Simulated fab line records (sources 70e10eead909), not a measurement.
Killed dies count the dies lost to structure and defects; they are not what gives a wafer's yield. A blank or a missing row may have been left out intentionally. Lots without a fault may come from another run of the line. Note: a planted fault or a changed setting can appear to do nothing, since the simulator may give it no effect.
Struck lot and sound lot, side by side | flow nand-harc | 14 out of 1159 route steps
Sound: wafers L474.3, L474.4, L474.5. The struck wafers were L479.2, L479.5, L479.6. The cause is given at the end.
For every step that has rows: the tool of each side, followed by ch and its chambers, followed by its first start. Under that, the readings that differ: sound wafers | struck wafers | difference of the means | sigmas: that difference in standard deviations of wafers without a fault.
alike: a reading whose means differ by less than 2 such deviations, as well as words and numbers matching on both sides. not compared: withheld readings; readings where some wafer has no value; bounds like >300 that might hide an equal value; numbers whose values overlap and for which the record gives no deviation.
Wherever a step has rows on one side only, a row that says differs or no value, or a row with sigmas, the two part there. When numbers do not overlap yet have no deviation, they are printed without sigmas and do not part them. A reading that every wafer of one side lacks parts them only if that side has two wafers or more.

NHARC_A_STAIRCASE_ALD_415: deposits SiO2, target thk 30 nm, pulse time 6 s, ald cycles 300.
  sound on ald-hk-04 ch 1,3, day 13 03:13; struck on ald-hk-04 ch 0,1,2, day 14 14:25
  alike: heater-power-w, precursor-pulse-height-rel
NHARC_A_STAIRCASE_ETCHBACK_416: etches the open film in C4F8/O2/Ar, target depth 36 nm, time 7.2 s.
  sound: rie-diel-01 ch 1,3; struck: rie-diel-06 ch 0,1
  alike: oes-product-au, rf-vpp-V
  not compared: rf-hours-counter-h
NHARC_A_STAIRCASE_STRIP_476: strips in O2, time 20 s.
  sound on rie-diel-01 ch 0,1, day 13 05:11; struck on rie-diel-06 ch 0,1, day 14 15:54
  reading                | sound                | struck               | difference | sigmas
  throttle-valve-pct (%) | 17.052 17.040 17.048 | 17.033 17.022 17.034 | -0.017     | -2
  alike: drypump-motor-current-A, oes-product-au, rf-vpp-V, showerhead-plenum-p-Torr
  not compared: rf-hours-counter-h
NHARC_A_STAIRCASE_DEP_417: deposits Si3N4, target thk 60 nm.
  sound on pecvd-01 ch 1,2, day 13 05:22; struck on pecvd-03 ch 1,2, day 14 15:59
  alike: heater-power-w
then, 5 steps without rows for these wafers: NHARC_A_STAIRCASE_WET_418 (chemistry H3PO4, target depth 20 nm); NHARC_A_STAIRCASE_PRECLEAN_419 (cleans in SC1); NHARC_A_STAIRCASE_SRD_421; NHARC_A_STAIRCASE_ALD_420 (deposits SiO2, target thk 20 nm, pulse time 6 s, ald cycles 200); NHARC_A_STAIRCASE_CVD_552 (deposits SiNx, target thk 40 nm).
NHARC_A_STAIRCASE_DEP_151: deposits SiO2, target thk 3800 nm.
  sound on pecvd-02 ch 0,2, day 13 17:20; struck on pecvd-03 ch 0,1,2, day 15 04:11
  alike: heater-power-w, mfc-precursor-sccm
then, 1 step without rows for these wafers: NHARC_A_STAIRCASE_ANNEAL_320 (time 1800 s).
NHARC_A_STAIRCASE_DEP_322: deposits SiO2, target thk 3800 nm.
  sound on pecvd-03 ch 1,2, day 14 00:37; struck on pecvd-02 ch 0,1,2, day 15 12:38
  reading                   | sound             | struck            | difference | sigmas
  mfc-precursor-sccm (sccm) | 199.8 200.7 199.8 | 179.4 179.1 178.2 | -21.2      | -34
  alike: heater-power-w
then, 2 steps without rows for these wafers: NHARC_A_STAIRCASE_ANNEAL_323 (time 1800 s); NHARC_END_SORT_01.

== WHERE THEY PART ==
First at NHARC_A_STAIRCASE_STRIP_476; last, within this record, at NHARC_A_STAIRCASE_DEP_322.

WHY: whatever the simulator had introduced
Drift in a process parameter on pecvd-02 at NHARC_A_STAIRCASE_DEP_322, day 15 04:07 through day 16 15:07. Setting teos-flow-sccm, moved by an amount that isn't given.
